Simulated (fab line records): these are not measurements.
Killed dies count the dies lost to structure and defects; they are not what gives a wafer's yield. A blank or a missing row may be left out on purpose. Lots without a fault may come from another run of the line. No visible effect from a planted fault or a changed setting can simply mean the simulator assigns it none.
fab line records ; flow nand-harc ; part 1 of 2: steps 1 to 24 of 30
record lots=5; wafers=15; last-day=23
route steps=1159 shown A_CONTACT@876
lots with no fault: from the same line, run without faults
start-h: hours from the record's opening day to when the first of the lot's shown wafers began ; wait-h: how many hours have passed since the lot's step before this one ; " unchanged from the row above ; L1.1+2: several wafers, shown together as one row ; - no value, or no start given ; * or withheld: withheld ; < > ~ a bound
route shown NAME@n: NAME is a module with steps in the file, n the number in the route of the first one ; usual: average and standard deviation across the fault-free wafers ; same: alike in all rows ; chamber/n: place in a boat ; sites: the reading at each site ; _std_site: the values' standard deviation ; _edge_site: mean of outer sites minus mean of inner sites ; radius-mm: how far each site lies from the wafer's centre ; mask NAME#n: copy n ; behind: the most recent tool/chamber to have shaped the wafer ; hold: the reason the lot was held/the length of the hold in hours/how it ended ; device: transistor that didn't switch, given as n, p or np ; end of line: the route-end tests of the same wafers ; a step without rows: its recipe alone ; killed: at the first sort, the dies lost to defects and structure; wafer yield is something else ; map: dies across one wafer; x = killed, . = not, _ = none there
set.NAME: the setting that was run; set.NAME@STEP: the one run at that earlier step ; model.NAME: the simulator's own value behind a step, which no gauge read
certain route steps with their lots: each step a table, each wafer a row
services: a tool's chamber out of use, with start hour (start-h, from the record's first day; less than 0 if before it), hours out, and reason
## steps
# step NHARC_A_CONTACT_ETCH_96
# recipe target-depth-a=200; over-etch-frac=0.5; time-s=10; ion-energy-ev=250; c4f6-flow-sccm=25; o2-flow-sccm=20; ar-flow-sccm=500; rf-w=600; bias-w=500; chemistry=C4F6/O2
# usual bias-w=500.0/1.5; drypump-motor-current-A=5.4/0.47; oes-product-au=0.981/0.023; rf-fwd-power-W=587.3/2.6; rf-vpp-V=546.4/2.6; showerhead-plenum-p-Torr=3.90/0.12; throttle-valve-pct=26.904/0.0092
# same time-s=10
lot.wafer;tool;chamber;start-h;wait-h;bias-w;drypump-motor-current-A;oes-product-au;rf-fwd-power-W;rf-hours-counter-h;rf-vpp-V;showerhead-plenum-p-Torr;throttle-valve-pct
L077.4;rie-diel-12;3;-;-;499.2;6.2;0.972;594.5;38;544.2;3.76;26.889
L077.3;rie-diel-12;2;-;-;500.1;5.2;0.977;583.9;38;546.1;3.84;26.905
L077.5;rie-diel-12;3;-;-;500.6;6.2;0.957;593.0;-;543.7;3.76;26.910
L079.4;rie-diel-12;3;-;-;498.6;6.2;1.013;590.0;0;544.5;3.76;26.893
L079.3;rie-diel-12;1;-;-;499.8;4.7;1.005;589.6;0;548.1;4.10;26.896
L079.6;rie-diel-12;0;-;-;501.7;5.5;1.000;585.9;-;546.1;3.90;26.885
L088.1;rie-diel-02;0;-;-;500.3;6.0;0.979;588.2;36;545.2;3.84;26.908
L088.3;rie-diel-02;2;-;-;501.7;5.2;0.976;586.1;37;551.4;4.20;26.895
L088.6;rie-diel-02;0;-;-;501.4;6.0;0.972;588.3;-;544.4;3.84;26.898
L092.1;rie-diel-12;0;-;-;500.0;5.5;0.974;585.7;14;546.8;3.89;26.912
L092.2;rie-diel-12;1;-;-;498.0;4.7;0.970;587.1;15;551.1;4.09;26.898
L092.5;rie-diel-12;3;-;-;498.2;6.2;0.981;591.5;-;543.0;3.75;26.901
L093.2;rie-diel-12;1;-;-;501.4;4.7;0.956;586.9;19;548.9;4.09;26.900
L093.4;rie-diel-12;0;-;-;502.0;5.5;0.943;586.3;17;545.7;3.89;26.900
L093.5;rie-diel-12;1;-;-;500.5;4.7;0.949;587.7;-;551.0;4.09;26.897
# step NHARC_A_CONTACT_CD_MEAS_53
# usual cd-nm=189.5/0.71
lot.wafer;tool;chamber;start-h;wait-h;cd-nm
L077.3;cd-sem-03;-;377.79;-;188.9
L077.4;cd-sem-03;-;377.79;-;188.9
L077.5;cd-sem-03;-;377.79;-;188.6
L079.3;cd-sem-03;-;390.28;-;191.0
L079.4;cd-sem-03;-;390.28;-;189.1
L079.6;cd-sem-03;-;390.28;-;189.1
L088.1;cd-sem-02;-;443.78;-;189.6
L088.3;cd-sem-02;-;443.78;-;190.1
L088.6;cd-sem-02;-;443.78;-;189.7
L092.1;cd-sem-01;-;472.98;-;189.2
L092.2;cd-sem-01;-;472.98;-;189.7
L092.5;cd-sem-01;-;472.98;-;189.6
L093.2;cd-sem-01;-;478.83;-;189.7
L093.4;cd-sem-01;-;478.83;-;189.2
L093.5;cd-sem-01;-;478.83;-;189.4
# step NHARC_A_CONTACT_STRIP_99
# recipe n2-flow-sccm=150; h2-flow-sccm=150; ar-flow-sccm=0; bias-w=0; chemistry=N2/H2
lot.wafer;tool;chamber;start-h;wait-h
L077.3+4+5;rie-diel-04;0,3,1;377.86;0.1
L079.3+4+6;rie-diel-02;0,2,0;390.35;0.1
L088.1+3+6;rie-diel-04;2,0,2;443.87;0.1
L092.1+2+5;rie-diel-12;0,2,1;473.19;0.2
L093.4+2+5;rie-diel-12;2,0,2;478.90;0.1
# step NHARC_A_CONTACT_STRIP_100
# recipe cf4-flow-sccm=100; chf3-flow-sccm=30; ar-flow-sccm=0; bias-w=0; chemistry=CF4/CHF3
lot.wafer;tool;chamber;start-h;wait-h
L077.4+3+5;rie-diel-04;1,3,0;378.00;0.1
L079.4+3+6;rie-diel-02;0,1,3;390.45;0.1
L088.3+1+6;rie-diel-04;1,2,1;443.95;0.1
L092.2+1+5;rie-diel-12;1,3,1;473.72;0.5
L093.4+2+5;rie-diel-12;0,1,2;479.00;0.1
# step NHARC_A_CONTACT_STRIP_101
# recipe o2-flow-sccm=400; cos-flow-sccm=20; ar-flow-sccm=0; bias-w=0; chemistry=O2/COS
lot.wafer;tool;chamber;start-h;wait-h
L077.3+4+5;rie-diel-04;1,2,1;378.07;0.1
L079.3+4+6;rie-diel-02;0,1,1;390.51;0.1
L088.1+3+6;rie-diel-04;1,2,1;444.01;0.1
L092.2+1+5;rie-diel-12;3,1,2;473.79;0.1
L093.4+2+5;rie-diel-12;3,0,2;479.06;0.1
# step NHARC_A_CONTACT_ETCH_102
# recipe target-depth-a=700; overetch-a=70; time-s=38.5; ion-energy-ev=100; cf4-flow-sccm=80; o2-flow-sccm=20; ar-flow-sccm=0; rf-w=300; bias-w=100; chemistry=CF4/O2
# usual bias-w=100.02/0.3; cf4-flow-sccm=80.01/0.23; drypump-motor-current-A=5.4/0.43; oes_ar_750_au=1.000/0.0044; oes-product-au=1.004/0.011; rf-fwd-power-W=296.6/1.2; rf-vpp-V=197.7/1.4; showerhead-plenum-p-Torr=1.33/0.048; throttle-valve-pct=13.398/0.0087
# same time-s=38.5
lot.wafer;tool;chamber;start-h;wait-h;bias-w;cf4-flow-sccm;drypump-motor-current-A;oes_ar_750_au;oes-product-au;rf-fwd-power-W;rf-hours-counter-h;rf-vpp-V;showerhead-plenum-p-Torr;throttle-valve-pct
L077.4;rie-diel-04;0;378.16;0.1;99.82;79.90;5.6;1.001;1.011;296.1;33;197.7;1.32;13.414
L077.3;rie-diel-04;1;378.16;0.1;100.20;80.18;4.9;1.005;1.017;297.2;30;198.3;1.33;13.400
L077.5;rie-diel-04;2;378.16;0.1;100.20;80.13;5.8;1.000;0.996;296.7;-;196.6;1.31;13.388
L079.3;rie-diel-02;2;390.58;0.1;99.64;79.65;5.2;0.998;1.014;296.4;17;201.4;1.44;13.401
L079.4;rie-diel-02;3;390.58;0.1;99.92;79.84;5.4;0.998;0.999;296.7;12;198.9;1.33;13.391
L079.6;rie-diel-02;1;390.58;0.1;100.14;80.15;5.5;0.998;1.015;296.6;-;198.1;1.35;13.392
L088.3;rie-diel-04;3;444.08;0.1;100.00;79.73;5.2;1.001;0.996;297.7;55;195.6;1.26;13.392
L088.1;rie-diel-04;1;444.08;0.1;100.48;80.19;5.0;1.009;1.013;297.1;58;196.8;1.32;13.398
L088.6;rie-diel-04;0;444.08;0.1;99.64;80.30;5.6;1.002;1.003;297.8;-;196.8;1.32;13.398
L092.2;rie-diel-12;0;473.85;0.1;100.22;80.15;5.5;0.999;0.996;295.7;15;197.7;1.32;13.410
L092.1;rie-diel-12;1;473.85;0.1;100.40;80.17;4.7;1.000;0.998;297.5;16;199.8;1.40;13.397
L092.5;rie-diel-12;0;473.85;0.1;100.34;80.15;5.5;0.997;0.998;295.8;-;197.8;1.32;13.397
L093.4;rie-diel-12;3;479.12;0.1;99.88;80.01;6.2;0.994;0.986;299.3;18;196.9;1.27;13.399
L093.2;rie-diel-12;0;479.12;0.1;99.97;80.35;5.5;1.009;0.992;297.6;17;198.3;1.32;13.404
L093.5;rie-diel-12;3;479.12;0.1;100.08;80.07;6.2;1.002;0.993;299.7;-;197.8;1.27;13.378
# step NHARC_A_CONTACT_STRIP_55
# recipe o2-flow-sccm=500; ar-flow-sccm=0; bias-w=0; chemistry=O2
# usual drypump-motor-current-A=5.4/0.44; oes-product-au=1.004/0.011; rf-vpp-V=57.8/0.94; showerhead-plenum-p-Torr=3.53/0.13; throttle-valve-pct=17.037/0.0088
# same bias-w=0
lot.wafer;tool;chamber;start-h;wait-h;drypump-motor-current-A;oes-product-au;rf-hours-counter-h;rf-vpp-V;showerhead-plenum-p-Torr;throttle-valve-pct
L077.4;rie-diel-04;0;-;-;5.6;1.007;33;58.3;3.50;17.036
L077.3;rie-diel-04;3;-;-;5.3;0.994;27;57.6;3.36;17.037
L077.5;rie-diel-04;1;-;-;4.9;1.009;-;59.7;3.51;17.041
L079.4;rie-diel-02;3;-;-;5.4;1.017;12;58.1;3.52;17.031
L079.3;rie-diel-02;1;-;-;5.5;1.012;18;59.6;3.56;17.022
L079.6;rie-diel-02;2;-;-;5.2;1.008;-;58.1;3.80;17.039
L088.1;rie-diel-04;1;-;-;5.0;1.002;58;58.6;3.50;17.030
L088.3;rie-diel-04;2;-;-;5.9;1.018;61;58.5;3.46;17.040
L088.6;rie-diel-04;3;-;-;5.3;0.993;-;57.8;3.35;17.023
L092.1;rie-diel-12;0;-;-;5.5;0.986;15;58.4;3.50;17.039
L092.2;rie-diel-12;2;-;-;5.1;1.004;16;57.0;3.45;17.037
L092.5;rie-diel-12;0;-;-;5.5;0.974;-;57.6;3.50;17.040
L093.4;rie-diel-12;1;-;-;4.7;0.992;19;58.7;3.68;17.049
L093.2;rie-diel-12;2;-;-;5.2;1.002;18;58.8;3.44;17.043
L093.5;rie-diel-12;0;-;-;5.5;0.987;-;56.5;3.50;17.047
# step NHARC_A_CONTACT_STRIP_56
# recipe time-s=600; temp-c=30; chemistry=post-etch-residue-remover
# same time-s=600
lot.wafer;tool;chamber;start-h;wait-h
L077.4+3+5;wet-bench-01;0,1,5;378.78;-
L079.6+3+4;wet-bench-06;5,6,7;391.06;-
L088.3+6+1;wet-bench-05;1,4,5;444.54;-
L092.1+5+2;wet-bench-06;5,6,2;474.23;-
L093.5+4+2;wet-bench-06;7,1,2;479.51;-
# step NHARC_A_CONTACT_DEP_57
# recipe target-thk-a=28000; temp-c=400; material=aC
# usual throttle-valve-pct=35.000/0.0098
lot.wafer;tool;chamber;start-h;wait-h;throttle-valve-pct
L077.3;acl-dep-02;0;379.63;-;34.997
L077.4;acl-dep-02;0;379.63;-;35.012
L077.5;acl-dep-02;0;379.63;-;35.010
L079.3;acl-dep-03;0;391.90;-;35.009
L079.4;acl-dep-03;0;391.90;-;35.013
L079.6;acl-dep-03;0;391.90;-;34.979
L088.1;acl-dep-03;0;445.07;-;34.993
L088.3;acl-dep-03;0;445.07;-;34.997
L088.6;acl-dep-03;0;445.07;-;35.009
L092.1;acl-dep-02;0;474.50;-;34.991
L092.2;acl-dep-02;0;474.50;-;35.000
L092.5;acl-dep-02;0;474.50;-;34.999
L093.2;acl-dep-03;0;480.05;-;35.013
L093.4;acl-dep-03;0;480.05;-;34.996
L093.5;acl-dep-03;0;480.05;-;35.000
# step NHARC_A_CONTACT_DEP_58
# recipe target-thk-a=600; target-thk-nm=60; temp-c=400; pressure-torr=3.5; flow-sccm=200; rf-w=350; material=SiON
# usual heater-power-w=742/120; rf-fwd-power-W=348.4/1.2
lot.wafer;tool;chamber;start-h;wait-h;heater-power-w;rf-fwd-power-W
L077.3;pecvd-03;2;380.95;1.0;537;350.6
L077.4;pecvd-03;2;380.95;1.0;556;350.4
L077.5;pecvd-03;0;380.95;1.0;554;348.4
L079.3;pecvd-02;1;393.09;0.9;651;346.2
L079.6;pecvd-02;1;393.09;0.9;640;346.9
L079.4;pecvd-02;0;393.09;0.9;584;348.0
L088.3;pecvd-02;0;446.84;0.9;712;346.4
L088.1;pecvd-02;1;446.84;0.9;731;350.2
L088.6;pecvd-02;1;446.84;0.9;735;350.1
L092.1;pecvd-02;0;476.27;1.5;672;346.6
L092.2;pecvd-02;2;476.27;1.5;525;350.3
L092.5;pecvd-02;1;476.27;1.5;670;349.1
L093.2;pecvd-04;0;481.53;1.2;946;348.3
L093.5;pecvd-04;2;481.53;1.2;748;347.8
L093.4;pecvd-04;1;481.53;1.2;830;348.4
# step NHARC_A_CONTACT_DEHYDRATE_59
# recipe temp-c=150; time-s=120
# same time-s=120
lot.wafer;tool;chamber;start-h;wait-h
L077.3+4+5;litho-track-01;0;381.19;0.2
L079.3+4+6;litho-track-04;0;393.36;0.2
L088.1+3+6;litho-track-04;0;447.08;0.2
L092.1+2+5;litho-track-04;0;476.55;0.2
L093.2+4+5;litho-track-06;0;481.77;0.2
# step NHARC_A_CONTACT_HMDS_60
# recipe time-s=30
# same time-s=30
lot.wafer;tool;chamber;start-h;wait-h
L077.3+4+5;litho-track-01;0;-;-
L079.3+4+6;litho-track-04;0;-;-
L088.1+3+6;litho-track-04;0;-;-
L092.1+2+5;litho-track-04;0;-;-
L093.2+4+5;litho-track-06;0;-;-
# step NHARC_A_CONTACT_COAT_61
# recipe temp-c=260; time-s=75
# same time-s=75
lot.wafer;tool;chamber;start-h;wait-h
L077.3+4+5;litho-track-01;0;-;-
L079.3+4+6;litho-track-04;0;-;-
L088.1+3+6;litho-track-04;0;-;-
L092.1+2+5;litho-track-04;0;-;-
L093.2+4+5;litho-track-06;0;-;-
# step NHARC_A_CONTACT_COAT_62
# recipe temp-c=225; time-s=65
# same time-s=65
lot.wafer;tool;chamber;start-h;wait-h
L077.3+4+5;litho-track-01;0;-;-
L079.3+4+6;litho-track-04;0;-;-
L088.1+3+6;litho-track-04;0;-;-
L092.1+2+5;litho-track-04;0;-;-
L093.2+4+5;litho-track-06;0;-;-
# step NHARC_A_CONTACT_COAT_63
# recipe spin-rpm=1500; resist-thk-nm=90
# usual dispense-pressure-kPa=49.6/1.8
lot.wafer;tool;chamber;start-h;wait-h;dispense-pressure-kPa
L077.3;litho-track-01;0;-;-;52.0
L077.4;litho-track-01;0;-;-;52.1
L077.5;litho-track-01;0;-;-;52.0
L079.3;litho-track-04;0;-;-;47.8
L079.4;litho-track-04;0;-;-;47.8
L079.6;litho-track-04;0;-;-;47.8
L088.1;litho-track-04;0;-;-;47.8
L088.3;litho-track-04;0;-;-;47.7
L088.6;litho-track-04;0;-;-;47.7
L092.1;litho-track-04;0;-;-;47.7
L092.2;litho-track-04;0;-;-;47.7
L092.5;litho-track-04;0;-;-;47.7
L093.2;litho-track-06;0;-;-;49.0
L093.4;litho-track-06;0;-;-;49.0
L093.5;litho-track-06;0;-;-;49.0
# step NHARC_A_CONTACT_SOFTBAKE_64
# recipe temp-c=105; time-s=55
# same time-s=55
lot.wafer;tool;chamber;start-h;wait-h
L077.3+4+5;litho-track-01;0;-;-
L079.3+4+6;litho-track-04;0;-;-
L088.1+3+6;litho-track-04;0;-;-
L092.1+2+5;litho-track-04;0;-;-
L093.2+4+5;litho-track-06;0;-;-
# step NHARC_A_CONTACT_EBR_65
lot.wafer;tool;chamber;start-h;wait-h
L077.3+4+5;litho-track-01;0;-;-
L079.3+4+6;litho-track-04;0;-;-
L088.1+3+6;litho-track-04;0;-;-
L092.1+2+5;litho-track-04;0;-;-
L093.2+4+5;litho-track-06;0;-;-
# step NHARC_A_CONTACT_EXPOSE_66
# recipe na=1.35; sigma-outer=0.8; dose-mj=59.02; mask-id=A_CC_2
# usual stage-vel-mm-s=500.04/0.25
# same na=1.35
lot.wafer;tool;chamber;start-h;wait-h;mask;stage-vel-mm-s
L077.3;arfi-scanner-03;0;381.51;-;A_CC_2#0;500.51
L077.4;arfi-scanner-03;0;381.51;-;A_CC_2#0;500.24
L077.5;arfi-scanner-03;0;381.51;-;A_CC_2#0;500.32
L079.3;arfi-scanner-02;0;393.56;-;A_CC_2#0;500.17
L079.4;arfi-scanner-02;0;393.56;-;A_CC_2#0;500.08
L079.6;arfi-scanner-02;0;393.56;-;A_CC_2#0;500.47
L088.1;arfi-scanner-01;0;447.48;-;A_CC_2#0;500.10
L088.3;arfi-scanner-01;0;447.48;-;A_CC_2#0;500.15
L088.6;arfi-scanner-01;0;447.48;-;A_CC_2#0;499.94
L092.1;arfi-scanner-03;0;476.73;-;A_CC_2#0;500.20
L092.2;arfi-scanner-03;0;476.73;-;A_CC_2#0;499.94
L092.5;arfi-scanner-03;0;476.73;-;A_CC_2#0;500.11
L093.2;arfi-scanner-01;0;482.09;-;A_CC_2#0;500.04
L093.4;arfi-scanner-01;0;482.09;-;A_CC_2#0;500.51
L093.5;arfi-scanner-01;0;482.09;-;A_CC_2#0;500.46
# step NHARC_A_CONTACT_PEB_67
# recipe peb-temp-c=100; peb-time-s=65
lot.wafer;tool;chamber;start-h;wait-h
L077.3+4+5;litho-track-04;0;381.56;0.0
L079.3+4+6;litho-track-06;0;393.61;0.0
L088.1+3+6;litho-track-04;0;447.54;0.1
L092.1+2+5;litho-track-01;0;476.79;0.1
L093.2+4+5;litho-track-01;0;482.15;0.1
# step NHARC_A_CONTACT_DEVELOP_68
# recipe develop-time-s=35; dev-temp-c=23
# same develop-time-s=35
lot.wafer;tool;chamber;start-h;wait-h
L077.3+4+5;litho-track-04;0;-;-
L079.3+4+6;litho-track-06;0;-;-
L088.1+3+6;litho-track-04;0;-;-
L092.1+2+5;litho-track-01;0;-;-
L093.2+4+5;litho-track-01;0;-;-
# step NHARC_A_CONTACT_CD_MEAS_69
# recipe target-cd-nm=200; landing-energy-ev=500
# usual cd-nm=200.0/0.56
lot.wafer;tool;chamber;start-h;wait-h;cd-nm
L077.3;cd-sem-03;0;381.64;-;200.4
L077.4;cd-sem-03;0;381.64;-;200.0
L077.5;cd-sem-03;0;381.64;-;199.8
L079.3;cd-sem-03;0;393.69;-;200.2
L079.4;cd-sem-03;0;393.69;-;201.0
L079.6;cd-sem-03;0;393.69;-;200.6
L088.1;cd-sem-02;0;447.62;-;199.5
L088.3;cd-sem-02;0;447.62;-;199.6
L088.6;cd-sem-02;0;447.62;-;199.0
L092.1;cd-sem-02;0;476.87;-;199.4
L092.2;cd-sem-02;0;476.87;-;198.8
L092.5;cd-sem-02;0;476.87;-;199.9
L093.2;cd-sem-02;0;482.23;-;199.6
L093.4;cd-sem-02;0;482.23;-;199.4
L093.5;cd-sem-02;0;482.23;-;198.8
# step NHARC_A_CONTACT_OVL_MEAS_70
# usual overlay-x-nm=0.0/0.92; overlay-y-nm=0.0/1.1
lot.wafer;tool;chamber;start-h;wait-h;overlay-x-nm;overlay-y-nm
L077.3;overlay-02;-;381.73;-;-1.0;0.2
L077.4;overlay-02;-;381.73;-;-0.5;0.6
L077.5;overlay-02;-;381.73;-;-1.8;0.3
L079.3;overlay-01;-;393.78;-;-0.4;0.6
L079.4;overlay-01;-;393.78;-;0.4;0.6
L079.6;overlay-01;-;393.78;-;0.3;0.0
L088.1;overlay-01;-;447.71;-;-0.2;0.9
L088.3;overlay-01;-;447.71;-;0.1;1.4
L088.6;overlay-01;-;447.71;-;-0.1;1.0
L092.1;overlay-01;-;476.96;-;-0.7;-1.3
L092.2;overlay-01;-;476.96;-;-1.1;-0.3
L092.5;overlay-01;-;476.96;-;-0.9;-1.0
L093.2;overlay-01;-;482.31;-;-0.3;-2.2
L093.4;overlay-01;-;482.31;-;-0.8;-1.2
L093.5;overlay-01;-;482.31;-;-1.2;-2.1
# step NHARC_A_CONTACT_INSPECT_71
# usual raw-defect-count=29/14
lot.wafer;tool;chamber;start-h;wait-h;raw-defect-count
L077.3;defect-inspect-02;-;381.76;0.0;7
L077.4;defect-inspect-02;-;381.76;0.0;13
L077.5;defect-inspect-02;-;381.76;0.0;17
L079.3;defect-inspect-01;-;393.81;0.0;26
L079.4;defect-inspect-01;-;393.81;0.0;26
L079.6;defect-inspect-01;-;393.81;0.0;28
L088.1;defect-inspect-02;-;447.74;0.0;23
L088.3;defect-inspect-02;-;447.74;0.0;18
L088.6;defect-inspect-02;-;447.74;0.0;27
L092.1;defect-inspect-02;-;477.00;0.0;27
L092.2;defect-inspect-02;-;477.00;0.0;17
L092.5;defect-inspect-02;-;477.00;0.0;19
L093.2;defect-inspect-02;-;482.35;0.0;34
L093.4;defect-inspect-02;-;482.35;0.0;27
L093.5;defect-inspect-02;-;482.35;0.0;44
# step NHARC_A_CONTACT_DESCUM_74
# recipe time-s=3; o2-flow-sccm=200; ar-flow-sccm=0; bias-power-w=0; chemistry=O2
# usual drypump-motor-current-A=5.4/0.45; oes-product-au=1.003/0.0098; rf-vpp-V=57.6/0.82; showerhead-plenum-p-Torr=1.89/0.063; throttle-valve-pct=11.310/0.0095
# same time-s=3
lot.wafer;tool;chamber;start-h;wait-h;drypump-motor-current-A;oes-product-au;rf-hours-counter-h;rf-vpp-V;showerhead-plenum-p-Torr;throttle-valve-pct
L077.3;rie-diel-04;3;383.26;1.5;5.2;0.992;31;57.6;1.82;11.312
L077.4;rie-diel-04;0;383.26;1.5;5.6;1.007;36;57.8;1.90;11.291
L077.5;rie-diel-04;2;383.26;1.5;5.8;1.007;-;57.6;1.88;11.311
L079.4;rie-diel-12;2;393.88;0.1;5.2;1.014;0;57.6;1.87;11.319
L079.3;rie-diel-12;0;393.88;0.1;5.5;1.002;0;57.7;1.90;11.324
L079.6;rie-diel-12;3;393.88;0.1;6.2;0.996;-;56.8;1.82;11.313
L088.3;rie-diel-12;2;447.80;0.1;5.1;1.006;10;58.1;1.87;11.327
L088.1;rie-diel-12;3;447.80;0.1;6.2;0.998;10;56.7;1.82;11.315
L088.6;rie-diel-12;3;447.80;0.1;6.2;0.995;-;57.6;1.82;11.294
L092.2;rie-diel-12;0;477.07;0.1;5.5;0.990;16;58.6;1.90;11.307
L092.1;rie-diel-12;1;477.07;0.1;4.7;0.996;18;58.7;2.00;11.303
L092.5;rie-diel-12;2;477.07;0.1;5.2;1.014;-;56.3;1.86;11.324
L093.4;rie-diel-12;0;482.41;0.1;5.5;0.988;17;56.4;1.90;11.304
L093.2;rie-diel-12;3;482.41;0.1;6.2;0.990;19;56.9;1.82;11.322
L093.5;rie-diel-12;1;482.41;0.1;4.7;1.009;-;57.8;2.00;11.304
